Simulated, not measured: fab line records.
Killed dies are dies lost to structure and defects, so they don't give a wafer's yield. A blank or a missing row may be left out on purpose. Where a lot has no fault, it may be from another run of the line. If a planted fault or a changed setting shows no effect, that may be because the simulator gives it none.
Code-filled problem report in 8D (eight disciplines) form ; flow nand harc ; the parts of the form that need people (team, actions taken, sign-off) are left out

## 1. PROBLEM STATEMENT
Mean of cd nm at NHARC_A_M0_CD_MEAS_09: 71.2 nm across 9 wafers in 3 lots; on wafers with no fault it is 80.3 nm (standard deviation 0.76). That is -12 standard deviations from the usual mean.
The step: target cd 80 nm.
First seen on wafer L737.2, day 23 09:50, on cd sem-03. Wafers with a number at this step in the record: 42, from 14 lots. Rule for "out" (also "out of limits"): further than 4 standard deviations from the usual mean. The rest of the wafers with a number are treated as sound.

## 2. WHAT IT IS, WHAT IT ISN'T
question;is;is not
which readings at this step;cd nm;-
which lots;L734, L737, L738;L722, L723, L724, L725, L726, L727, L728, L729, L741, L743, L744
which wafers of those lots;all that have a number;-
read on which gauges;cd sem-02, cd sem-03;cd sem-01
when;from day 23 09:50;"up to then (24 sound wafers); but 9 sound wafers of L741, L743, L744 came after"

## 3. THE SUSPECTS, EACH WITH WHAT RULES IT OUT
Counting: any tool at a process step up to the reading is kept as a suspect provided that every lot that is out went through it and no sound lot did after the first of them.
- the gauge at NHARC_A_M0_CD_MEAS_09 has been ruled out. The wafers that are out were read on 2 gauges (cd sem-02, cd sem-03).
- litho track-01 at NHARC_A_M0_PEB_07 (peb time 65 s): kept. It processed each lot that is out, first L737 at day 23 09:46, and no sound lot thereafter; up to then, the last sound lot it processed was L729 at day 20 02:12. Its own readings are out on those wafers: heater power total W, plate temp C.
Remaining after the count: litho track-01 at NHARC_A_M0_PEB_07.

## 4. THE CAUSE (what the simulator had put in)
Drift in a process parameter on litho track-01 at NHARC_A_M0_PEB_07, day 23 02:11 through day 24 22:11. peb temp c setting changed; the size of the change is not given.
This tool alone remained once counting was done.

## 5. THE CHAIN OF EFFECTS, in route order
Rows list readings where the struck wafers' mean (over those with a number) sits beyond 3 standard deviations from the usual. Readings are gone through only where the record gives a usual standard deviation; hours: the median, over the lots, of the time from a lot's start at the first step in this table giving one to that lot's start at this step; sigmas: the change measured in usual standard deviations.
hours;step;reading;usual;on struck wafers;change;sigmas
0;NHARC_A_M0_PEB_07;heater power total W;156.6 W;151.6;-5.0;-12
0;NHARC_A_M0_PEB_07;plate temp C;100.01 C;97.48;-2.53;-19
0;NHARC_A_M0_CD_MEAS_09;cd nm;80.3 nm;71.2;-9.1;-12
The process steps in it:
- NHARC_A_M0_PEB_07: peb time 65 s.
Later steps that measure or inspect, where all struck wafers having a row at the step show a number for every such reading and not one has moved that far: NHARC_A_M0_INSPECT_11, NHARC_END_SORT_01.

## 6. HOW IT WOULD HAVE BEEN CAUGHT EARLIER
Counted from the fault's start at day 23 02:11, it took 8 hours until the first out-of-limits reading at a measuring or inspecting step in this record, taken at day 23 09:50.
The tool's own readings at NHARC_A_M0_PEB_07 were out on every struck wafer that the step has a row for (heater power total W, plate temp C): an alarm limit on them would have fired on the first of those.
Among the 3 lots that are out, L738, L734 began NHARC_A_M0_PEB_07 on litho track-01 after day 23 09:50. A hold on the tool at that time would have spared those 2.
